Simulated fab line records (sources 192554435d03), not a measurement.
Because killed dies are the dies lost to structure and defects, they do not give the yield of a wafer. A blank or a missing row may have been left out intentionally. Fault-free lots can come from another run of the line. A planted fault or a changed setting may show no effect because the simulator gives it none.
Problem report, 8D (eight disciplines) form, completed by code | flow n5Finfet | the parts of the form that need people (team, actions taken, sign-off) are left out

== 1. PROBLEM STATEMENT ==
Wafers with no fault read 40 with a standard deviation of 11, whereas killedAtFrontEnd at N5_PASSIVATION_PROBE_49 reads a mean of 105 on 1 wafer of 1 lot. Measured from the usual mean, that is +5.9 standard deviations.
First seen on wafer L415.2, day 15 13:22, on prober-02. The record holds 3 wafers of 1 lot with a number at this step. By rule, "out" or "out of limits" means more than 4 standard deviations away from the usual mean. The rest of the wafers with a number are treated as sound.

== 2. WHAT IT IS; WHAT IT IS NOT ==
question                    | is                                                                                                          | is not
which readings at this step | killedAtFrontEnd, defectLimitedYield, killedDies, killedOnRim, sort_bin_5_function, sortNPass, sortYieldPct | killed_at_M0_to_M3, killed_at_M4_up, killedAtContacts, killedAtOther, killedOpen, killedShort
which lots                  | L415                                                                                                        | -
which wafers of those lots  | L415.2                                                                                                      | L415.4, L415.6
read on which tools         | prober-02                                                                                                   | -
when                        | from day 15 13:22                                                                                           | up to then (0 sound wafers); but 2 sound wafers of L415 came after

== 3. WHAT RULES OUT EACH SUSPECT ==
Counting: if a tool at a process step up to the reading ran every lot that is out, it stays a suspect. Sound lots after the first of them don't rule it out here, since some wafers of a struck lot are sound.
- rieDiel-01 at N5_FIN_CUT_DESCUM_13 (chemistry O2, time 7 s): kept. It ran the lot that is out, L415 (day 5 05:17).
- rieDiel-01 at N5_FIN_CUT_STRIP_24 (strips in CF4): kept. It ran the lot that is out, L415 (day 5 05:42).
- rieSi-01 at N5_FIN_CUT_CUT_ETCH_28 (etches Si in HBr/Cl2/O2, target depth 6 nm, time 2.4 s): kept. It ran the lot that is out, L415 (day 5 05:59).
- prober-02 at N5_PASSIVATION_PROBE_49: kept. It ran the lot that is out, L415 (day 15 13:22). Its own readings are out on those wafers: defectLimitedYield, killedAtFrontEnd, killedDies, killedOnRim, sort_bin_5_function, sortNPass, sortYieldPct.
- At N5_FIN_CUT_DESCUM_13, inside rieDiel-01: chamber 1 took the wafers that are out, while their sound lot-mates went through chambers 0, 3.
- At N5_FIN_CUT_STRIP_24, inside rieDiel-01: chamber 1 took the wafers that are out, while their sound lot-mates went through chambers 0, 3.
- Within rieSi-01 at N5_FIN_CUT_CUT_ETCH_28, the wafers that are out were processed in chamber 1 and their sound lot-mates in chamber 0.
Left after counting: rieDiel-01 at N5_FIN_CUT_DESCUM_13, rieDiel-01 at N5_FIN_CUT_STRIP_24, rieSi-01 at N5_FIN_CUT_CUT_ETCH_28, prober-02 at N5_PASSIVATION_PROBE_49.

== 4. THE CAUSE (what the simulator had put in) ==
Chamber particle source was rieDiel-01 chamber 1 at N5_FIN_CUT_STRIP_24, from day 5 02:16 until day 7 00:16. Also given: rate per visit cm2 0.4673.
This tool is one of the 4 suspects left after counting.

== 5. THE EFFECT CHAIN, in route order ==
Each row: a reading whose mean over the struck wafers that have a number lies more than 3 standard deviations from the usual. Readings are gone through only where the record gives a usual standard deviation; hours: the median, over the lots, of the time from a lot's start at the first step in this table giving one to that lot's start at this step; sigmas: the change measured in usual standard deviations.
hours | step                    | reading             | usual  | on struck wafers | change | sigmas
0     | N5_FIN_CUT_INSPECT_17   | rawDefectCount      | 225    | 475              | +250   | +3.3
247   | N5_PASSIVATION_PROBE_49 | defectLimitedYield  | 91.2 % | 84.3             | -6.9   | -4.6
247   | N5_PASSIVATION_PROBE_49 | killedAtFrontEnd    | 40     | 105              | +65    | +5.9
247   | N5_PASSIVATION_PROBE_49 | killedDies          | 104    | 185              | +81    | +4.8
247   | N5_PASSIVATION_PROBE_49 | killedOnRim         | 14     | 32               | +18    | +5.0
247   | N5_PASSIVATION_PROBE_49 | sort_bin_5_function | 5.1 %  | 9.7              | +4.6   | +5.1
247   | N5_PASSIVATION_PROBE_49 | sortNPass           | 1076   | 995              | -81    | -4.8
247   | N5_PASSIVATION_PROBE_49 | sortYieldPct        | 91.2 % | 84.3             | -6.9   | -4.6
Its process steps:
- N5_PASSIVATION_PROBE_49

== 6. HOW IT WOULD HAVE BEEN CAUGHT EARLIER ==
In this record the first reading out of limits was taken at day 15 13:22, 251 hours after the fault began at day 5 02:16.
An alarm limit of 4 standard deviations would not have fired on the tool readings at N5_FIN_CUT_STRIP_24 for which the record gives a usual standard deviation, since none of them was out on any struck wafer.
Each of the lots that are out, 1 in all, had begun N5_FIN_CUT_STRIP_24 on rieDiel-01 no later than day 15 13:22. A hold on the tool at that time would have spared none of them.
